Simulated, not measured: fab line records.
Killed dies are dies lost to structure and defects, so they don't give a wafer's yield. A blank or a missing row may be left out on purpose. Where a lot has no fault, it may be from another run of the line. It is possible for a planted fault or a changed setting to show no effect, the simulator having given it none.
fab line records -- flow n5-finfet
record lots=7, wafers=21
route steps=1938 shown BEOL_M15@1776 TV_OPEN@1888 PASSIVATION@1934
start-h: hours from the record's opening day to when the first of the lot's shown wafers began -- wait-h: hours from the lot's prior step to this one -- " same as the row above -- L1.1+2: a row that stands for several wafers -- - no value, or no start was given -- * or withheld: withheld -- < > ~ a bound
route shown NAME@n: NAME is a module with steps in the file, n the number in the route of the first one -- usual: mean/standard deviation taken from wafers without a fault -- same: alike in all rows -- chamber/n: place in a boat -- sites: each site's reading -- _std_site: standard deviation across them -- _edge_site: outer sites' mean less inner sites' -- radius-mm: how far each site lies from the wafer's centre -- mask NAME#n: copy n -- behind: tool/chamber where the wafer was last shaped -- hold: cause of the lot's hold/its duration in hours/its outcome -- device: transistor that didn't switch, given as n, p or np -- end of line: tests of these same wafers at the route's end -- a step given without rows: its recipe and nothing more -- killed: at the first sort, the dies lost to defects and structure; wafer yield is something else -- map: a wafer's dies, marking killed ones x, the rest . and places with no die _
set.NAME: setting as actually run; set.NAME@STEP: the setting as run at that earlier step -- model.NAME: the simulator's own value behind a step, which no gauge read
lots where settings were altered on purpose, with a table for each step and a row for each wafer
## steps
# step N5_BEOL_M15_COAT_04
# recipe spin-rpm=1704, resist-thk-nm=800
lot.wafer,tool,chamber,start-h,wait-h,set.spin-rpm,model.coat_of_BEOL_M15_COAT_04.thk-nm
L074.1,litho-track-02,0,-,-,1784,780.8
L074.2,litho-track-02,0,-,-,1704,796.8
L074.4,litho-track-02,0,-,-,1704,794.6
L076.1,litho-track-02,0,-,-,1704,799.6
L076.4,litho-track-02,0,-,-,1704,803.2
L076.5,litho-track-02,0,-,-,1704,800.4
L075.3+5,litho-track-02,0,-,-,1704,801.6
L075.4,litho-track-02,0,-,-,1704,799.4
L077.1,litho-track-04,0,-,-,1704,798
L077.3,litho-track-04,0,-,-,1704,797.6
L077.6,litho-track-04,0,-,-,1704,797.4
L080.4,litho-track-03,0,-,-,1813,778
L080.5,litho-track-03,0,-,-,1704,804.6
L080.6,litho-track-03,0,-,-,1704,804
L083.1,litho-track-02,0,-,-,1521,848
L083.2,litho-track-02,0,-,-,1521,845
L083.6,litho-track-02,0,-,-,1704,801.4
L090.4+5,litho-track-03,0,-,-,1704,803.6
L090.6,litho-track-03,0,-,-,1704,803
# step N5_BEOL_M15_EBR_06
# recipe solvent=PGMEA, ebr-width-mm=1.5
# step N5_BEOL_M15_SOFTBAKE_05
# recipe temp-c=130, time-s=60
# step N5_BEOL_M15_DESCUM_15
# recipe chemistry=O2, time-s=7.9, source-power-w=50, bias-power-w=20, pressure-mtorr=20, rf-frequency-hz=2.712e+07, temp-c=40, o2-flow-sccm=225
lot.wafer,tool,chamber,start-h,wait-h,set.spin-rpm@BEOL_M15_COAT_04,model.coat_of_BEOL_M15_COAT_04.thk-nm
L074.1,rie-diel-04,2,242.19,0.0,1784,762.6
L074.2,rie-diel-04,0,242.19,0.0,1704,778.6
L074.4,rie-diel-04,1,242.19,0.0,1704,776.4
L076.1,rie-diel-03,0,259.02,0.0,1704,781.4
L076.4,rie-diel-03,3,259.02,0.0,1704,785
L076.5,rie-diel-03,0,259.02,0.0,1704,782.4
L075.3+5,rie-diel-03,"3,0",259.88,0.4,1704,783.4
L075.4,rie-diel-03,3,259.88,0.4,1704,781.2
L077.1,rie-diel-03,3,277.24,0.2,1704,779.8
L077.3,rie-diel-03,2,277.24,0.2,1704,779.6
L077.6,rie-diel-03,2,277.24,0.2,1704,779.4
L080.4,rie-diel-03,1,295.56,0.0,1813,759.8
L080.5,rie-diel-03,1,295.56,0.0,1704,786.6
L080.6,rie-diel-03,3,295.56,0.0,1704,785.8
L083.1,rie-diel-03,0,304.54,0.2,1521,830
L083.2,rie-diel-03,3,304.54,0.2,1521,827
L083.6,rie-diel-03,3,304.54,0.2,1704,783.2
L090.4+5,rie-diel-06,"0,3",345.33,0.0,1704,785.6
L090.6,rie-diel-06,2,345.33,0.0,1704,784.8
# step N5_BEOL_M15_ETCH_59
# recipe chemistry=N2/H2, target=BARC, target-depth-a=890, overetch-a=267, time-s=67.9, ion-energy-ev=200, pressure-mtorr=30, source-w=840, bias-w=150, n2-flow-sccm=200, h2-flow-sccm=200
# step N5_BEOL_M15_VIA_ETCH_16
# recipe chemistry=C4F8/O2/Ar, target=SiO2, he-inner-torr=15, he-outer-torr=30, target-depth-a=17922, time-s=withheld, ion-energy-ev=800, pressure-mtorr=20, source-w=1905, bias-w=2040, Ar_flow_sccm=400, C4F8_flow_sccm=16, O2_flow_sccm=12, ends=cleared
lot.wafer,tool,chamber,start-h,wait-h,set.spin-rpm@BEOL_M15_COAT_04,model.coat_of_BEOL_M15_COAT_04.thk-nm
L074.1,rie-diel-04,2,242.27,0.0,1784,316.6
L074.2,rie-diel-04,0,242.27,0.0,1704,333.4
L074.4,rie-diel-04,1,242.27,0.0,1704,330.8
L076.1,rie-diel-03,0,259.11,0.0,1704,331.6
L076.4,rie-diel-03,3,259.11,0.0,1704,328
L076.5,rie-diel-03,0,259.11,0.0,1704,325.8
L075.3+5,rie-diel-03,"3,0",259.97,0.0,1704,330.2
L075.4,rie-diel-03,3,259.97,0.0,1704,325
L077.1,rie-diel-03,3,277.33,0.0,1704,328.8
L077.3,rie-diel-03,2,277.33,0.0,1704,325
L077.6,rie-diel-03,2,277.33,0.0,1704,325.6
L080.4,rie-diel-03,1,295.79,0.1,1813,300.2
L080.5,rie-diel-03,1,295.79,0.1,1704,341.2
L080.6,rie-diel-03,3,295.79,0.1,1704,336.2
L083.1,rie-diel-03,0,304.63,0.0,1521,386.2
L083.2,rie-diel-03,3,304.63,0.0,1521,371
L083.6,rie-diel-03,3,304.63,0.0,1704,330.4
L090.4,rie-diel-06,0,345.52,0.1,1704,323.8
L090.5,rie-diel-06,3,345.52,0.1,1704,337.4
L090.6,rie-diel-06,2,345.52,0.1,1704,331
# step N5_PASSIVATION_VIA_ETCH_13
# recipe chemistry=CHF3/O2, target=SiO2, target-depth-a=6600, CHF3_flow_sccm=50, O2_flow_sccm=5, Ar_flow_sccm=200, time-s=330, mask-material=PR, pressure-mtorr=30, source-w=650, bias-w=170, ion-energy-ev=200, ends=cleared
# usual etch-rf-on-time-s=233/4.9
lot.wafer,tool,chamber,start-h,wait-h,set.source-w,etch-rf-on-time-s
L074.1,rie-diel-06,2,256.07,0.0,650,228
L074.2,rie-diel-06,1,256.07,0.0,650,238
L074.4,rie-diel-06,3,256.07,0.0,650,235
L076.1,rie-diel-06,1,276.49,0.0,650,242
L076.4,rie-diel-06,3,276.49,0.0,752.5,223
L076.5,rie-diel-06,0,276.49,0.0,752.5,223
L075.3,rie-diel-06,1,277.37,0.0,650,241
L075.4,rie-diel-06,2,277.37,0.0,650,232
L075.5,rie-diel-06,2,277.37,0.0,686.3,227
L077.1,rie-diel-04,3,293.67,0.0,650,232
L077.3,rie-diel-04,1,293.67,0.0,650,229
L077.6,rie-diel-04,2,293.67,0.0,650,235
L080.4,rie-diel-04,3,309.30,0.0,593.6,242
L080.5,rie-diel-04,1,309.30,0.0,593.6,237
L080.6,rie-diel-04,0,309.30,0.0,650,229
L083.1,rie-diel-03,2,320.87,0.0,650,229
L083.2,rie-diel-03,3,320.87,0.0,650,230
L083.6,rie-diel-03,2,320.87,0.0,576.5,238
L090.4,rie-diel-03,0,361.80,0.0,650,230
L090.5,rie-diel-03,0,361.80,0.0,549.3,247
L090.6,rie-diel-03,3,361.80,0.0,650,229
# step N5_PASSIVATION_STRIP_14
# recipe chemistry=O2, power-w=600, temp-c=60, pressure-mtorr=30, rf-frequency-hz=6e+07, bias-power-w=0, overash-fraction=0.5, o2-flow-sccm=225
# step N5_PASSIVATION_ETCH_15
# recipe chemistry=CF4/N2, target=SiCN, target-depth-a=750, taper-deg=2, time-s=81.2, ion-energy-ev=150, mask-material=SiNx, pressure-mtorr=40, source-w=430, bias-w=70, Ar_flow_sccm=100, cf4-flow-sccm=60, n2-flow-sccm=60
# step N5_PASSIVATION_SRD_72
# recipe dry=ipa-marangoni, time-s=30, temp-c=23, rinse-liquid=diw
# step N5_PASSIVATION_ANNEAL_56
# recipe temp-c=400, time-s=1800, ambient=FGA, idle-temp-c=300, ramp-up-c-per-min=5, ramp-down-c-per-min=3
# step N5_PASSIVATION_PROBE_49
# usual defect-limited-yield=91.5/1.5, killed_at_M0_to_M3=30/11, killed_at_M4_up=13/4.9, killed-at-contacts=14/6.5, killed-at-front-end=40/11, killed-at-other=3.3/2.7, killed-dies=100/18, killed-open=67/14, killed-short=32/7.8, sort_bin_4_leakage=0.00/0.0073, sort_bin_5_function=5.0/0.97, sort_bin_6_memory=3.2/0.75, sort-n-pass=1080/18, sort-yield-pct=91.5/1.5
# same gross-dies=1180, killed-at-back-side=0, sort_bin_8_speed[%]=0
lot.wafer,tool,chamber,start-h,wait-h,set.source-w@PASSIVATION_VIA_ETCH_13,defect-limited-yield[%],killed_at_M0_to_M3,killed_at_M4_up,killed-at-contacts,killed-at-front-end,killed-at-other,killed-dies,killed-open,killed-short,sort_bin_4_leakage[%],sort_bin_5_function[%],sort_bin_6_memory[%],sort-n-pass,sort-yield-pct[%]
L074.1,prober-01,-,262.67,0.0,650,91.8,32,6,21,32,6,97,64,33,0,4.2,3.6,1083,91.8
L074.2,prober-01,-,262.72,0.1,650,93.6,27,11,11,25,2,76,44,30,89.83,4.0,2.3,44,3.7
L074.4,prober-01,-,262.82,0.2,650,94.1,26,5,10,28,1,70,41,29,0,3.4,2.3,1110,94.1
L076.1,prober-02,-,283.21,0.0,650,85.1,23,10,16,124,3,176,59,24,0,7.8,6.1,1004,85.1
L076.4,prober-02,-,283.36,0.2,752.5,86.9,24,13,8,109,1,155,62,29,0,8.1,4.7,1025,86.9
L076.5,prober-02,-,283.41,0.2,752.5,85.1,26,3,12,131,4,176,63,28,0,7.9,5.5,1004,85.1
L075.3,prober-01,-,285.01,0.1,650,90.9,39,14,10,40,4,107,78,28,0,5.1,3.5,1073,90.9
L075.4,prober-01,-,285.06,0.2,650,92.9,28,20,10,25,1,84,60,22,0,4.0,2.8,1096,92.9
L075.5,prober-01,-,285.11,0.2,686.3,93.1,13,22,15,30,1,81,66,15,0.25,4.2,2.5,1096,92.9
L077.1,prober-01,-,300.18,0.0,650,92.6,21,9,12,44,1,87,53,31,0,4.7,2.5,1093,92.6
L077.3,prober-01,-,300.28,0.1,650,90.8,19,12,12,63,3,109,72,34,0,4.7,3.9,1071,90.8
L077.6,prober-01,-,300.43,0.3,650,92.7,20,8,11,45,2,86,54,30,0,4.1,2.8,1094,92.7
L080.4,prober-02,-,316.34,0.2,593.6,89.7,25,16,20,53,8,122,78,27,0,5.6,3.4,1058,89.7
L080.5,prober-02,-,316.39,0.2,593.6,89.9,35,12,26,41,5,119,80,36,0,6.1,3.6,1061,89.9
L080.6,prober-02,-,316.44,0.3,650,90.2,40,11,12,53,0,116,62,37,0,5.6,2.6,1064,90.2
L083.1,prober-01,-,327.01,0.0,650,91.8,28,16,8,40,5,97,62,31,0,4.7,3.3,1083,91.8
L083.2,prober-01,-,327.06,0.1,650,92.9,33,18,6,25,2,84,53,30,0,4.2,2.7,1096,92.9
L083.6,prober-01,-,327.26,0.3,576.5,30.0,20,7,20,774,5,826,60,28,0,44.8,18.6,354,30.0
L090.4,prober-02,-,370.66,0.9,650,90.8,32,18,5,49,5,109,65,43,0,5.0,3.7,1071,90.8
L090.5,prober-02,-,370.71,1.0,549.3,89.0,40,16,6,64,4,130,72,45,0,6.5,3.2,1050,89.0
L090.6,prober-02,-,370.76,1.0,650,88.7,36,34,9,50,4,133,91,37,0,7.1,3.6,1047,88.7
# killed by level:class
L074.1 MOL_CONTACT_COAG:geometric-particle:open=16 BEOL_M2:geometric-particle:open=15 FIN_SAQP:geometric-particle:short=12 MOL_CONTACT_COAG:geometric-particle:short=5 BEOL_M1:geometric-particle:open=5 BEOL_M0_SAQP:geometric-particle:open=4 FIN_SAQP:geometric-particle:open=3 STI_FIN_REVEAL:geometric-particle:open=3
L074.2 BEOL_M2:geometric-particle:open=7 MOL_CONTACT_COAG:geometric-particle:open=6 BEOL_M0_SAQP:geometric-particle:open=6 STI_FIN_REVEAL:geometric-particle:open=5 MOL_CONTACT_COAG:geometric-particle:short=5 BEOL_M0_SAQP:geometric-particle:short=5 FIN_SAQP:geometric-particle:short=4 STI_FIN_REVEAL:geometric-particle:short=3
L074.4 FIN_SAQP:geometric-particle:short=9 MOL_CONTACT_COAG:geometric-particle:open=9 BEOL_M0_SAQP:geometric-particle:open=6 BEOL_M2:geometric-particle:open=5 BEOL_M3:geometric-particle:open=5 STARTING-WAFER:geometric-particle:short=5 ILD0:geometric-particle:open=4 FIN_SAQP:geometric-particle:open=3
L076.1 GATE_CUT:area-expose=91 MOL_CONTACT_COAG:geometric-particle:open=12 FIN_SAQP:geometric-particle:open=10 FIN_SAQP:geometric-particle:short=8 BEOL_M4:geometric-particle:open=7 BEOL_M0_SAQP:geometric-particle:open=5 BEOL_M2:geometric-particle:open=5 STI_FIN_REVEAL:geometric-particle:open=4
L076.4 GATE_CUT:area-expose=60 FIN_SAQP:geometric-particle:short=15 FIN_SAQP:geometric-particle:open=10 STI_FIN_REVEAL:geometric-particle:open=9 BEOL_M0_SAQP:geometric-particle:short=8 DUMMY_GATE:geometric-particle:open=7 MOL_CONTACT_COAG:geometric-particle:open=7 BEOL_M4:geometric-particle:open=5
L076.5 GATE_CUT:area-expose=76 FIN_SAQP:geometric-particle:open=16 BEOL_M1:geometric-particle:open=8 MOL_CONTACT_COAG:geometric-particle:open=8 DUMMY_GATE:area-expose=8 FIN_SAQP:geometric-particle:short=7 STI_FIN_REVEAL:geometric-particle:open=6 BEOL_M3:geometric-particle:open=5
L075.3 STI_FIN_REVEAL:geometric-particle:open=14 BEOL_M2:geometric-particle:open=12 MOL_CONTACT_COAG:geometric-particle:open=9 BEOL_M0_SAQP:geometric-particle:open=9 BEOL_M0_SAQP:geometric-particle:short=6 BEOL_M1:geometric-particle:open=6 STARTING-WAFER:geometric-particle:open=5 BEOL_M4:geometric-particle:open=5
L075.4 MOL_CONTACT_COAG:geometric-particle:open=8 BEOL_M5:geometric-particle:open=7 BEOL_M0_SAQP:geometric-particle:open=6 BEOL_M2:geometric-particle:open=6 DUMMY_GATE:geometric-particle:open=5 BEOL_M4:geometric-particle:open=5 STARTING-WAFER:geometric-particle:open=4 FIN_SAQP:geometric-particle:short=3
L075.5 MOL_CONTACT_COAG:geometric-particle:open=14 BEOL_M4:geometric-particle:open=9 STI_FIN_REVEAL:geometric-particle:open=7 FIN_SAQP:geometric-particle:open=6 DUMMY_GATE:geometric-particle:open=6 BEOL_M5:geometric-particle:open=6 BEOL_M0_SAQP:geometric-particle:open=5 GATE_CUT:geometric-particle:short=3
L077.1 STI_FIN_REVEAL:geometric-particle:open=12 MOL_CONTACT_COAG:geometric-particle:open=11 FIN_SAQP:geometric-particle:short=7 BEOL_M0_SAQP:geometric-particle:open=7 BEOL_M0_SAQP:geometric-particle:short=5 DUMMY_GATE:geometric-particle:open=4 GATE_CUT:geometric-particle:short=4 BEOL_M4:geometric-particle:open=4
L077.3 STI_FIN_REVEAL:geometric-particle:open=23 FIN_SAQP:geometric-particle:open=11 MOL_CONTACT_COAG:geometric-particle:open=11 FIN_SAQP:geometric-particle:short=7 BEOL_M0_SAQP:geometric-particle:open=7 GATE_CUT:geometric-particle:short=5 BEOL_M0_SAQP:geometric-particle:short=4 BEOL_M4:geometric-particle:open=4
L077.6 MOL_CONTACT_COAG:geometric-particle:open=9 FIN_SAQP:geometric-particle:short=8 FIN_SAQP:geometric-particle:open=7 STI_FIN_REVEAL:geometric-particle:open=4 SPACER0:geometric-particle:open=4 SPACER0:geometric-particle:short=4 BEOL_M0_SAQP:geometric-particle:open=4 BEOL_M0_SAQP:geometric-particle:short=4
L080.4 MOL_CONTACT_COAG:geometric-particle:open=15 STI_FIN_REVEAL:geometric-particle:open=14 HKMG_FIN:area-etch=12 BEOL_M3:geometric-particle:open=10 FIN_SAQP:geometric-particle:open=9 BEOL_M0_SAQP:geometric-particle:short=7 MIM_TOP_ETCH:geometric-particle:open=7 STI_FIN_REVEAL:geometric-particle:short=5
L080.5 MOL_CONTACT_COAG:geometric-particle:open=20 FIN_SAQP:geometric-particle:open=12 BEOL_M2:geometric-particle:open=9 BEOL_M0_SAQP:geometric-particle:short=9 BEOL_M3:geometric-particle:open=8 STI_FIN_REVEAL:geometric-particle:open=6 GATE_CUT:geometric-particle:short=6 MOL_CONTACT_COAG:geometric-particle:short=6
L080.6 HKMG_FIN:area-etch=13 BEOL_M0_SAQP:geometric-particle:short=11 BEOL_M0_SAQP:geometric-particle:open=11 STI_FIN_REVEAL:geometric-particle:open=10 MOL_CONTACT_COAG:geometric-particle:open=9 FIN_SAQP:geometric-particle:open=8 BEOL_M3:geometric-particle:open=5 BEOL_M2:geometric-particle:open=5
L083.1 STI_FIN_REVEAL:geometric-particle:open=8 BEOL_M4:geometric-particle:open=7 MOL_CONTACT_COAG:geometric-particle:open=6 BEOL_M2:geometric-particle:open=6 FIN_SAQP:geometric-particle:open=5 BEOL_M0_SAQP:geometric-particle:open=5 BEOL_M1:geometric-particle:open=5 BEOL_M3:geometric-particle:open=5
L083.2 BEOL_M3:geometric-particle:open=8 BEOL_M2:geometric-particle:open=8 STI_FIN_REVEAL:geometric-particle:open=7 BEOL_M4:geometric-particle:open=6 BEOL_M1:geometric-particle:open=5 BEOL_M2:geometric-particle:short=5 FIN_SAQP:geometric-particle:open=4 DUMMY_GATE:geometric-particle:open=4
L083.6 GATE_CUT:area-expose=738 STI_FIN_REVEAL:geometric-particle:open=14 MOL_CONTACT_COAG:geometric-particle:open=14 BEOL_M2:geometric-particle:open=11 MOL_CONTACT_COAG:geometric-particle:short=6 FIN_SAQP:geometric-particle:short=4 SPACER0:geometric-particle:open=3 BEOL_M0_SAQP:geometric-particle:short=3
L090.4 FIN_SAQP:geometric-particle:short=14 FIN_SAQP:geometric-particle:open=10 STI_FIN_REVEAL:geometric-particle:open=10 BEOL_M4:geometric-particle:open=10 BEOL_M2:geometric-particle:open=6 BEOL_M0_SAQP:geometric-particle:short=5 BEOL_M1:geometric-particle:open=5 MOL_CONTACT_COAG:geometric-particle:open=4
L090.5 FIN_SAQP:geometric-particle:short=12 FIN_SAQP:geometric-particle:open=11 BEOL_M2:geometric-particle:open=10 HKMG_FIN:area-etch=10 BEOL_M3:geometric-particle:open=8 BEOL_M0_SAQP:geometric-particle:short=6 BEOL_M0_SAQP:geometric-particle:open=6 BEOL_M4:geometric-particle:open=6
L090.6 STI_FIN_REVEAL:geometric-particle:open=20 BEOL_M4:geometric-particle:open=17 BEOL_M0_SAQP:geometric-particle:short=10 FIN_SAQP:geometric-particle:open=9 FIN_SAQP:geometric-particle:short=9 BEOL_M3:geometric-particle:open=9 MOL_CONTACT_COAG:geometric-particle:open=8 STI_FIN_REVEAL:geometric-particle:short=5
## key
split step=N5_BEOL_M15_COAT_04, setting=spin-rpm, stated=1704, by=wafer
response step=N5_BEOL_M15_COAT_04, reading=model.coat_of_BEOL_M15_COAT_04.thk-nm, change=-4.05, per=1%, r=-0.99
response step=N5_BEOL_M15_DESCUM_15, reading=model.coat_of_BEOL_M15_COAT_04.thk-nm, change=-4.07, per=1%, r=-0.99
response step=N5_BEOL_M15_VIA_ETCH_16, reading=model.coat_of_BEOL_M15_COAT_04.thk-nm, change=-4.69, per=1%, r=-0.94
split step=N5_PASSIVATION_VIA_ETCH_13, setting=source-w, stated=650, by=wafer
response step=N5_PASSIVATION_VIA_ETCH_13, reading=etch-rf-on-time-s, change=*, per=1%, r=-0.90
response step=N5_PASSIVATION_PROBE_49, reading=sort_bin_6_memory, shape=bent, at-lowest=3.2, at-stated=3.3, at-highest=5.1
